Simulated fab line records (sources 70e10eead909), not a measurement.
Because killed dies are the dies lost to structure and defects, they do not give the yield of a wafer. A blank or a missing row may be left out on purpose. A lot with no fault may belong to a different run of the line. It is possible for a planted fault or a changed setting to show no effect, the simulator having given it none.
Which tool is to blame? -- flow nand harc -- 72 wafers from 24 lots sampled at 6 of the route's 1159 steps

## WHAT EACH GAUGE READ, for each wafer
NHARC_A_CONTACT_CD_MEAS_80.
lot,measured,on,cd nm (nm)
L074,day 16 09:52,cd sem-01,190.8 190.2 191.1
L075,day 16 21:46,cd sem-02,190.0 189.6 189.6
L077,day 17 03:59,cd sem-02,188.3 187.9 187.8
L076,day 17 03:38,cd sem-01,190.3 190.2 190.5
L078,day 17 09:13,cd sem-02,190.3 190.4 190.0
L079,day 17 21:06,cd sem-01,189.9 190.1 190.2
L080,day 18 00:56,cd sem-02,190.6 189.9 190.1
L081,day 18 06:52,cd sem-03,188.7 188.9 189.4
L082,day 19 06:31,cd sem-02,190.2 190.4 190.1
L083,day 19 06:58,cd sem-02,190.5 189.9 189.7
L087,day 19 14:50,cd sem-01,190.1 189.8 189.5
L084,day 19 17:34,cd sem-03,191.0 190.9 190.5
L086,day 19 21:19,cd sem-02,189.9 189.9 190.3
L085,day 19 21:43,cd sem-02,189.5 190.4 190.2
L088,day 20 00:43,cd sem-02,189.2 189.4 189.4
L090,day 20 10:13,cd sem-03,189.4 188.9 188.8
L089,day 20 11:58,cd sem-02,190.5 190.5 190.9
L093,day 21 11:08,cd sem-03,189.4 189.4 189.3
L092,day 21 15:40,cd sem-02,189.5 189.4 189.6
L094,day 21 19:42,cd sem-01,190.2 190.1 190.4
L096,day 22 06:29,cd sem-03,190.2 189.5 189.7
L091,day 22 05:58,cd sem-02,190.3 190.0 190.0
L097,day 22 09:56,cd sem-01,189.3 189.1 189.6
L095,day 22 16:38,cd sem-02,188.8 188.1 189.0

## WHICH TOOL RAN EACH LOT (tool, then ch and the chambers of the sampled wafers, then the start)
lot,NHARC_A_CONTACT_DEP_29,NHARC_A_CONTACT_ETCH_112,NHARC_A_CONTACT_STRIP_55,NHARC_A_CONTACT_ETCH_75,NHARC_A_CONTACT_ETCH_127
L074,"pecvd-04 ch 0,1,2, day 15 18:25","har cap etch-01 ch 0,1, day 15 20:52","rie diel-05 ch 0,2,3, day 16 06:34 or earlier","rie diel-08 ch 0,1,2, day 16 06:34","har cap etch-02 ch 0,1, day 16 08:07"
L075,"pecvd-01 ch 0,2, day 16 07:09","har cap etch-01 ch 0,1, day 16 09:29","rie diel-05 ch 0,1,3, day 16 18:16 or earlier","rie diel-05 ch 0,2,3, day 16 18:16","har cap etch-01 ch 0,1, day 16 20:08"
L077,"pecvd-01 ch 0,2, day 16 12:09","har cap etch-01 ch 0,1, day 16 15:23","rie diel-11 ch 0,1,3, day 17 00:50 or earlier","rie diel-11 ch 1,2, day 17 00:50","har cap etch-03 ch 0,1, day 17 02:21"
L076,"pecvd-01 ch 0,2, day 16 12:46","har cap etch-03 ch 0,1, day 16 15:09","rie diel-05 ch 0,1,2, day 17 00:28 or earlier","rie diel-05 ch 0,1, day 17 00:28","har cap etch-01 ch 0,1, day 17 02:03"
L078,"pecvd-02 ch 0,2, day 16 21:48","har cap etch-02 ch 0,1, day 17 00:14","rie diel-05 ch 0,1,2, day 17 06:01 or earlier","rie diel-05 ch 0,3, day 17 06:01","har cap etch-01 ch 0,1, day 17 07:33"
L079,"pecvd-01 ch 0,1,2, day 17 09:31","har cap etch-02 ch 0,1, day 17 12:01","rie diel-05 ch 0,2,3, day 17 17:56 or earlier","rie diel-08 ch 0,1,3, day 17 17:56","har cap etch-02 ch 0,1, day 17 19:29"
L080,"pecvd-01 ch 1,2, day 17 13:47","har cap etch-03 ch 0,1, day 17 16:10","rie diel-05 ch 0,1,3, day 17 21:46 or earlier","rie diel-05 ch 0,1,2, day 17 21:46","har cap etch-03 ch 0,1, day 17 23:17"
L081,"pecvd-01 ch 1,2, day 17 19:16","har cap etch-01 ch 0,1, day 17 21:30","rie diel-05 ch 0,2,3, day 18 03:42 or earlier","rie diel-08 ch 0,2,3, day 18 03:42","har cap etch-01 ch 0,1, day 18 05:13"
L082,"pecvd-02 ch 1,2, day 18 16:48","har cap etch-03 ch 0,1, day 18 19:11","rie diel-05 ch 1,2,3, day 19 02:50 or earlier","rie diel-05 ch 0,1, day 19 02:50","har cap etch-02 ch 0,1, day 19 04:50"
L083,"pecvd-02 ch 0,1,2, day 18 17:13","har cap etch-01 ch 0,1, day 18 19:46","rie diel-05 ch 1,2,3, day 19 03:20 or earlier","rie diel-05 ch 0,2, day 19 03:20","har cap etch-01 ch 0,1, day 19 05:19"
L087,"pecvd-02 ch 0,1, day 19 02:40","har cap etch-03 ch 0,1, day 19 05:05","rie diel-05 ch 0,1,2, day 19 11:20 or earlier","rie diel-08 ch 0,1,3, day 19 11:20","har cap etch-03 ch 0,1, day 19 13:02"
L084,"pecvd-04 ch 1,2, day 19 03:58","har cap etch-02 ch 1, day 19 06:29","rie diel-05 ch 0,2,3, day 19 14:17 or earlier","rie diel-05 ch 2,3, day 19 14:17","har cap etch-01 ch 1, day 19 15:56"
L086,"pecvd-02 ch 1,2, day 19 06:50","har cap etch-03 ch 0,1, day 19 09:17","rie diel-05 ch 1,2,3, day 19 18:10 or earlier","rie diel-11 ch 0,1,3, day 19 18:10","har cap etch-03 ch 0,1, day 19 19:43"
L085,"pecvd-04 ch 1,2, day 19 08:02","har cap etch-01 ch 1, day 19 10:28","rie diel-08 ch 0,1,3, day 19 18:32 or earlier","rie diel-05 ch 1,2,3, day 19 18:32","har cap etch-02 ch 0,1, day 19 20:05"
L088,"pecvd-02 ch 1,2, day 19 11:34","har cap etch-02 ch 0,1, day 19 13:58","rie diel-05 ch 0,1,3, day 19 21:32 or earlier","rie diel-05 ch 1,2,3, day 19 21:32","har cap etch-03 ch 0,1, day 19 23:04"
L090,"pecvd-04 ch 1,2, day 19 21:08","har cap etch-02 ch 0,1, day 19 23:46","rie diel-08 ch 1,2,3, day 20 07:04 or earlier","rie diel-05 ch 0,1,3, day 20 07:04","har cap etch-03 ch 0,1, day 20 08:39"
L089,"pecvd-02 ch 0,2, day 19 21:19","har cap etch-01 ch 0,1, day 20 00:14","rie diel-05 ch 0,1,2, day 20 08:49 or earlier","rie diel-08 ch 0,2,3, day 20 08:49","har cap etch-02 ch 0,1, day 20 10:22"
L093,"pecvd-01 ch 0,1, day 20 22:16","har cap etch-02 ch 0,1, day 21 00:46","rie diel-05 ch 1,3, day 21 06:32 or earlier","rie diel-05 ch 0,3, day 21 06:32","har cap etch-03 ch 0,1, day 21 08:06"
L092,"pecvd-02 ch 0,1,2, day 21 03:37","har cap etch-01 ch 0,1, day 21 06:21","rie diel-05 ch 1,2, day 21 11:57 or earlier","rie diel-05 ch 0,1,2, day 21 11:57","har cap etch-01 ch 0,1, day 21 13:38"
L094,"pecvd-01 ch 1,2, day 21 07:53","har cap etch-02 ch 0,1, day 21 10:18","rie diel-08 ch 0,1,3, day 21 16:02 or earlier","rie diel-05 ch 0,3, day 21 16:02","har cap etch-02 ch 0,1, day 21 18:04"
L096,"pecvd-04 ch 0,1, day 21 16:17","har cap etch-01 ch 0,1, day 21 18:43","rie diel-11 ch 0,2,3, day 22 03:08 or earlier","rie diel-05 ch 0,2, day 22 03:08","har cap etch-03 ch 0,1, day 22 04:51"
L091,"pecvd-01 ch 1,2, day 21 16:24","har cap etch-03 ch 0,1, day 21 19:02","rie diel-11 ch 1,2, day 22 02:49 or earlier","rie diel-08 ch 0,2, day 22 02:49","har cap etch-02 ch 0,1, day 22 04:23"
L097,"pecvd-01 ch 0,2, day 21 20:07","har cap etch-03 ch 0,1, day 21 22:52","rie diel-05 ch 0,1, day 22 06:46 or earlier","rie diel-11 ch 0,2,3, day 22 06:46","har cap etch-02 ch 0,1, day 22 08:18"
L095,"pecvd-04 ch 1,2, day 22 02:58","har cap etch-01 ch 0,1, day 22 05:27","rie diel-05 ch 1,2, day 22 13:28 or earlier","rie diel-05 ch 0,1,2, day 22 13:28","har cap etch-02 ch 0,1, day 22 15:02"
- NHARC_A_CONTACT_DEP_29: deposits SiON, target thk 70 nm.
- NHARC_A_CONTACT_ETCH_112: etches the open film in C4F8/O2/Ar, time 94 s, target depth 922 nm.
- NHARC_A_CONTACT_STRIP_55: strips in O2.
- NHARC_A_CONTACT_ETCH_75: etches the open film in CF4, target depth 39 nm, time 65 s.
- NHARC_A_CONTACT_ETCH_127: etches the open film in C4F8/O2/Ar, time 155 s, target depth 956 nm.

## AS READ BY THE TOOLS THEMSELVES (means over the sampled wafers that have a number; for cases with no such wafer, the mark the record gives instead)
NHARC_A_CONTACT_DEP_29.
lot,tool,heater power w (W),showerhead vpp V (V),susceptor temp C (C)
L074,pecvd-04,726,1172,400.17
L075,pecvd-01,738,1173,400.03
L077,pecvd-01,703,1213,400.17
L076,pecvd-01,668,1224,400.10
L078,pecvd-02,648,1125,399.97
L079,pecvd-01,775,1185,399.94
L080,pecvd-01,724,1229,400.28
L081,pecvd-01,710,1193,400.21
L082,pecvd-02,738,1118,399.94
L083,pecvd-02,737,1162,399.91
L087,pecvd-02,735,1193,399.82
L084,pecvd-04,673,1132,399.83
L086,pecvd-02,742,1135,400.02
L085,pecvd-04,630,1119,399.96
L088,pecvd-02,792,1143,400.11
L090,pecvd-04,729,1118,400.08
L089,pecvd-02,637,1136,400.30
L093,pecvd-01,767,1161,400.15
L092,pecvd-02,675,1160,399.98
L094,pecvd-01,814,1216,399.94
L096,pecvd-04,734,1198,400.02
L091,pecvd-01,743,1225,399.96
L097,pecvd-01,789,1182,399.94
L095,pecvd-04,672,1123,400.08

NHARC_A_CONTACT_STRIP_55.
lot,tool,drypump motor current A (A),oes product au (a.u.),rf vpp V (V),showerhead plenum p Torr (Torr),throttle valve pct (%)
L074,rie diel-05,6.1,1.003,59.0,3.67,17.039
L075,rie diel-05,5.8,0.998,58.4,3.70,17.039
L077,rie diel-11,6.2,1.015,57.7,3.51,17.034
L076,rie diel-05,6.0,1.009,57.6,3.67,17.031
L078,rie diel-05,5.9,1.011,58.2,3.67,17.034
L079,rie diel-05,6.1,1.006,58.3,3.67,17.030
L080,rie diel-05,5.8,1.002,57.8,3.69,17.031
L081,rie diel-05,6.2,1.007,58.3,3.67,17.039
L082,rie diel-05,5.8,1.008,58.1,3.68,17.041
L083,rie diel-05,5.8,0.999,57.6,3.68,17.046
L087,rie diel-05,5.9,1.007,57.7,3.66,17.042
L084,rie diel-05,6.2,1.004,57.5,3.66,17.040
L086,rie diel-05,5.8,1.005,57.5,3.67,17.036
L085,rie diel-08,5.8,1.003,57.3,3.43,17.042
L088,rie diel-05,5.8,1.012,57.6,3.69,17.035
L090,rie diel-08,5.5,0.998,57.0,3.47,17.035
L089,rie diel-05,5.9,1.005,58.2,3.66,17.036
L093,rie diel-05,5.5,1.010,57.3,3.69,17.033
L092,rie diel-05,5.9,0.997,58.5,3.64,17.035
L094,rie diel-08,5.8,0.997,57.4,3.60,17.027
L096,rie diel-11,6.1,1.006,57.5,3.44,17.033
L091,rie diel-11,6.0,1.015,58.7,3.56,17.041
L097,rie diel-05,5.6,1.002,58.0,3.68,17.032
L095,rie diel-05,5.6,0.998,57.1,3.67,17.034

NHARC_A_CONTACT_ETCH_75.
lot,tool,drypump motor current A (A),oes product au (a.u.),rf vpp V (V),showerhead plenum p Torr (Torr),throttle valve pct (%)
L074,rie diel-08,5.7,0.999,152.2,1.79,13.274
L075,rie diel-05,6.1,1.010,152.4,1.84,13.276
L077,rie diel-11,5.9,1.006,151.8,1.77,13.279
L076,rie diel-05,5.6,1.007,152.2,1.85,13.281
L078,rie diel-05,6.2,1.004,151.7,1.85,13.278
L079,rie diel-08,5.7,1.003,150.8,1.72,13.293
L080,rie diel-05,5.9,1.002,152.6,1.84,13.293
L081,rie diel-08,5.7,0.997,152.8,1.80,13.275
L082,rie diel-05,5.6,1.008,152.1,1.85,13.285
L083,rie diel-05,6.2,1.004,151.0,1.83,13.282
L087,rie diel-08,5.7,1.001,150.2,1.72,13.292
L084,rie diel-05,6.0,1.008,151.9,1.85,13.285
L086,rie diel-11,6.2,1.007,150.9,1.75,13.286
L085,rie diel-05,5.8,1.005,153.2,1.84,13.275
L088,rie diel-05,5.8,1.004,152.6,1.84,13.289
L090,rie diel-05,5.8,1.001,151.9,1.85,13.284
L089,rie diel-08,5.6,0.996,151.5,1.79,13.274
L093,rie diel-05,6.2,1.000,152.0,1.84,13.281
L092,rie diel-05,5.9,0.996,152.3,1.83,13.283
L094,rie diel-05,6.2,1.001,152.1,1.84,13.280
L096,rie diel-05,6.3,1.006,151.8,1.82,13.286
L091,rie diel-08,5.6,1.004,152.1,1.85,13.276
L097,rie diel-11,6.1,1.002,150.6,1.72,13.280
L095,rie diel-05,5.9,0.999,151.9,1.83,13.287

## THE ANSWER, worked out from the rows above alone
Rule: the lots themselves supply what counts as usual. The widest of any qualifying gaps counts: lots, ordered by their means at a reading, are off when they make up no more than a third of the lots, leave a main group of 4 or more, and stand apart from it by 3 or more times the standard deviation of that group's means. The tables above print the reading to a certain number of digits; a main group whose means all agree to those digits is not used. Also off: a lot with no number at a reading for which 4 or more lots have one. Any other lot the step has rows for is counted as sound. Order of review: gauges by route order, followed by the tools' own readings, for which a lot's mean as printed above is used. The first step at which some lot is off is used, and at that step the reading that is off furthest; a lot without a number counts as furthest.
No lot is off on any of the readings shown, so nothing can be concluded from this.

## WHAT WAS PUT IN BY THE SIMULATOR
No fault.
